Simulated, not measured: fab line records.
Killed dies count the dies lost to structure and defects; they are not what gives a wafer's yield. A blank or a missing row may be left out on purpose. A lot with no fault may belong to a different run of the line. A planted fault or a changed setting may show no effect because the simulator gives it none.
The same fault as seen by 2 desks + flow nand_harc + what lay behind the numbers comes last; until then each desk has only its own

== AT THE METROLOGY DESK ==
Lot by lot, what the gauges showed, no matter which tool ran the lot: averages of those sampled wafers that carry a number. Marked OUT: a lot whose mean sits more than 4 standard deviations from the usual mean, which makes it out of limits; the brackets give that distance.
Columns: A = thk_nm at NHARC_A_ONON_D2_THK_MEAS_18, usual 1004 nm; B = thk_nm at NHARC_A_ONON_D2_THK_MEAS_24, usual 1003 nm
| lot  | first seen here | A    | B             |
|------|-----------------|------|---------------|
| L434 | day 12 22:13    | 1016 | 997           |
| L439 | day 14 23:35    | 990  | 1005          |
| L435 | day 15 19:40    | 1012 | 1001          |
| L441 | day 15 19:41    | 1006 | 999           |
| L440 | day 16 00:30    | 993  | 1020          |
| L442 | day 16 00:31    | 1016 | 997           |
| L443 | day 16 14:37    | 1001 | 1017          |
| L444 | day 16 14:38    | 1023 | 1010          |
| L445 | day 17 16:42    | 1000 | 990           |
| L447 | day 18 22:01    | 1007 | 1006          |
| L450 | day 19 02:14    | 985  | 636 (-33) OUT |
| L448 | day 19 02:15    | 995  | 1021          |
| L449 | day 19 02:15    | 983  | 994           |
| L453 | day 20 15:09    | 1016 | 675 (-30) OUT |
This desk's verdict: out of limits on L450, L453, starting with L450 at day 19 03:23 (thk_nm at NHARC_A_ONON_D2_THK_MEAS_24). L434, L439, L435, L441, L440, L442, L443, L444, L445, L447, L448, L449 stayed within limits.

== THE DEFECT DESK ==
What the inspections along the route counted, lot by lot: means of the sampled wafers that have a number. Marked OUT: a lot whose mean sits more than 4 standard deviations from the usual mean, which makes it out of limits; the brackets give that distance.
Columns: A = raw_defect_count at NHARC_A_CHANNEL_FILL_D1_INSPECT_13, usual 317
| lot  | first seen here | A   |
|------|-----------------|-----|
| L434 | day 11 00:04    | 273 |
| L439 | day 13 02:06    | 345 |
| L435 | day 13 11:15    | 336 |
| L441 | day 13 18:04    | 339 |
| L440 | day 13 21:38    | 574 |
| L442 | day 14 01:21    | 342 |
| L443 | day 14 17:50    | 330 |
| L444 | day 14 21:29    | 366 |
| L445 | day 15 17:47    | 271 |
| L447 | day 16 20:34    | 494 |
| L448 | day 17 03:15    | 359 |
| L449 | day 17 08:01    | 438 |
| L450 | day 17 08:01    | 157 |
| L453 | day 18 17:05    | 172 |
This desk's finding: nothing out of limits on any of the 14 lots.

== TAKEN TOGETHER ==
At day 19 03:23 the metrology desk could have sounded an alarm, on L450, L453.
Nothing the defect desk looked at was out of limits.
The defect desk has L450, L453 on record, within its limits.
Of the lots named, all ran NHARC_A_ONON_D2_DEP_22 on pecvd_onon-01.

== WHAT THE SIMULATOR PUT IN ==
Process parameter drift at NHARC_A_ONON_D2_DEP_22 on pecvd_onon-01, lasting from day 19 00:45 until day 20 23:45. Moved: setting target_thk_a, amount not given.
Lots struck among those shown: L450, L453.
Per desk, hours elapsed from the start of the fault to the first reading out of limits: for the metrology desk, 3.
